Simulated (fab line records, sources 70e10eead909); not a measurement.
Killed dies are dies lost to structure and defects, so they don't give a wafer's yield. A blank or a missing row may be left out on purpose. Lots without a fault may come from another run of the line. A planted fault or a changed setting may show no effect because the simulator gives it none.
Chamber matching | flow nand_harc | NHARC_P_M0_CMP_23 on cmp-02: 4 sister chambers
The step polishes, t overpolish 20 s, target thk 117.54 nm. 14 wafers are shown with their chamber, then 7 later ones without.

WAFERS WITH THEIR CHAMBER
wafer  | chamber | motor_current_A (A) | time_to_endpoint_s (s) | slurry_flow_ml_min
L318.1 | 2       | 13.4                | 30.4                   | 150.1
L318.2 | 3       | 12.3                | 31.7                   | 150.1
L318.3 | 1       | 12.6                | 30.3                   | 150.1
L320.1 | 2       | 13.4                | 33.4                   | 149.7
L320.2 | 3       | 12.0                | 32.1                   | 149.9
L320.4 | 1       | 12.4                | 30.7                   | 149.9
L328.2 | 3       | 12.0                | 29.9                   | 150.4
L328.6 | 3       | 11.9                | 29.0                   | 150.9
L329.5 | 1       | 12.2                | 28.7                   | 150.6
L333.2 | 1       | 11.7                | 29.3                   | 149.6
L333.4 | 3       | 12.0                | 28.0                   | 150.3
L333.6 | 0       | 11.8                | 28.5                   | 150.7
L336.2 | 1       | 12.7                | 30.1                   | 149.3
L336.4 | 0       | 11.5                | 31.6                   | 149.5

SIGNATURES (means of the wafers above)
reading            | chamber 0 | chamber 1 | chamber 2 | chamber 3 | scatter within a chamber
motor_current_A    | 11.650    | 12.320    | 13.400    | 12.040    | 0.277
time_to_endpoint_s | 30.050    | 29.820    | 31.900    | 30.140    | 1.55
slurry_flow_ml_min | 150.100   | 149.900   | 149.900   | 150.320   | 0.485
Rule: a wafer's distance from a chamber is the root of the sum, over the readings, of the square of ((its reading less the chamber's mean) divided by the reading's scatter). The wafer belongs to the nearest chamber; if the next one is less than 2 further off, it can't be placed. The scatter: the root of (the sum of the squares of (reading less its chamber's mean) over the shown wafers, divided by (wafers less chambers)).

WAFERS WITHOUT THEIR CHAMBER
wafer  | motor_current_A (A) | time_to_endpoint_s (s) | slurry_flow_ml_min
L336.6 | 11.8                | 26.9                   | 150.5
L337.1 | 11.6                | 30.2                   | 150.3
L337.2 | 12.1                | 27.8                   | 150.1
L337.3 | 13.2                | 31.7                   | 150.2
L338.2 | 12.6                | 33.1                   | 149.3
L338.4 | 11.3                | 33.4                   | 149.6
L338.6 | 11.5                | 32.5                   | 149.6

WHICH CHAMBER EACH WENT THROUGH
wafer  | from the rows above               | in truth
L336.6 | can't be placed: 0 or 3 or 1      | 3
L337.1 | can't be placed: 0 or 3           | 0
L337.2 | can't be placed: 1 or 3 or 0      | 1
L337.3 | 2                                 | 2
L338.2 | can't be placed: 1 or 2 or 3 or 0 | 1
L338.4 | can't be placed: 0 or 3 or 1      | 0
L338.6 | can't be placed: 0 or 3 or 1      | 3
Placed correctly: 1 of 7. Can't be placed from these rows: 6 (the true chamber is among the candidates in 6). Placed wrongly: 0.
